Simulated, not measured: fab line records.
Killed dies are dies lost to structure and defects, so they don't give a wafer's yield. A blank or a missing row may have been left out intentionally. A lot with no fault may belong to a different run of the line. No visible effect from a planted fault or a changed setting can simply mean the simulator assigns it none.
Chamber matching + flow nand harc + 3 sister chambers for NHARC_A_STAIRCASE_DEP_322 on pecvd-03
The step deposits SiO2, target thk 7200 nm. 22 wafers are shown with their chamber, then 11 later ones without.

## WAFERS, EACH WITH ITS CHAMBER
| wafer  | chamber | heater power w (W) | heater power outer w (W) | susceptor temp C (C) |
|--------|---------|--------------------|--------------------------|----------------------|
| L074.2 | 2       | 734                | 384                      | 399.94               |
| L074.4 | 1       | 489                | 289                      | 399.88               |
| L074.5 | 2       | 631                | 332                      | 399.94               |
| L076.1 | 2       | 679                | 356                      | 399.92               |
| L076.2 | 0       | 783                | 485                      | 400.41               |
| L076.3 | 0       | 678                | 386                      | 399.85               |
| L077.1 | 0       | 693                | 394                      | 400.33               |
| L077.4 | 2       | 633                | 332                      | 399.81               |
| L077.5 | 2       | 639                | 319                      | 399.88               |
| L079.1 | 0       | 733                | 425                      | 400.04               |
| L079.2 | 2       | 711                | 408                      | 400.11               |
| L079.4 | 0       | 666                | 372                      | 400.03               |
| L080.1 | 2       | 700                | 352                      | 399.95               |
| L080.2 | 0       | 790                | 485                      | 400.10               |
| L080.6 | 1       | 489                | 297                      | 400.03               |
| L082.4 | 0       | 668                | 380                      | 400.21               |
| L082.5 | 1       | 495                | 288                      | 400.18               |
| L082.6 | 2       | 634                | 316                      | 399.80               |
| L086.1 | 2       | 769                | 418                      | 399.73               |
| L086.3 | 0       | 792                | 479                      | 400.09               |
| L086.6 | 0       | 681                | 384                      | 400.08               |
| L089.2 | 0       | 842                | 482                      | 400.28               |

SIGNATURES, as means of the wafers listed above
| reading              | chamber 0 | chamber 1 | chamber 2 | scatter within a chamber |
|----------------------|-----------|-----------|-----------|--------------------------|
| heater power w       | 732.60    | 491.00    | 681.11    | 55.1                     |
| heater power outer w | 427.20    | 291.33    | 357.44    | 42.2                     |
| susceptor temp C     | 400.1420  | 400.0300  | 399.8978  | 0.143                    |
Rule: a wafer's distance from a chamber is the root of the sum, over the readings, of the square of ((its reading less the chamber's mean) divided by the reading's scatter). If the next closest chamber is less than 2 further off than the closest, the wafer can't be placed; otherwise it belongs to the closest. The scatter: the root of (the sum of the squares of (reading less its chamber's mean) over the shown wafers, divided by (wafers less chambers)).

## WAFERS WITH NO CHAMBER GIVEN
| wafer  | heater power w (W) | heater power outer w (W) | susceptor temp C (C) |
|--------|--------------------|--------------------------|----------------------|
| L089.3 | 811                | 461                      | 400.01               |
| L089.4 | 663                | 334                      | 400.18               |
| L092.1 | 691                | 347                      | 399.93               |
| L092.2 | 619                | 383                      | 400.39               |
| L092.4 | 491                | 303                      | 400.06               |
| L095.4 | 496                | 293                      | 400.10               |
| L095.5 | 662                | 342                      | 399.65               |
| L095.6 | 697                | 395                      | 400.06               |
| L097.2 | 804                | 462                      | 400.11               |
| L097.4 | 703                | 393                      | 400.00               |
| L097.6 | 512                | 294                      | 399.71               |

## WHICH CHAMBER EACH WENT THROUGH
| wafer  | from the rows above          | in truth |
|--------|------------------------------|----------|
| L089.3 | can't be placed: 0 or 2      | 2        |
| L089.4 | can't be placed: 2 or 0 or 1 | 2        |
| L092.1 | 2                            | 2        |
| L092.2 | can't be placed: 0 or 2 or 1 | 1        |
| L092.4 | 1                            | 1        |
| L095.4 | 1                            | 1        |
| L095.5 | 2                            | 2        |
| L095.6 | can't be placed: 0 or 2      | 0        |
| L097.2 | 0                            | 0        |
| L097.4 | can't be placed: 2 or 0      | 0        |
| L097.6 | can't be placed: 1 or 2      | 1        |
5 of 11 placed correctly. Cannot be placed on the basis of these rows: 6; the candidates contain the true chamber in 6. 0 placed wrongly.
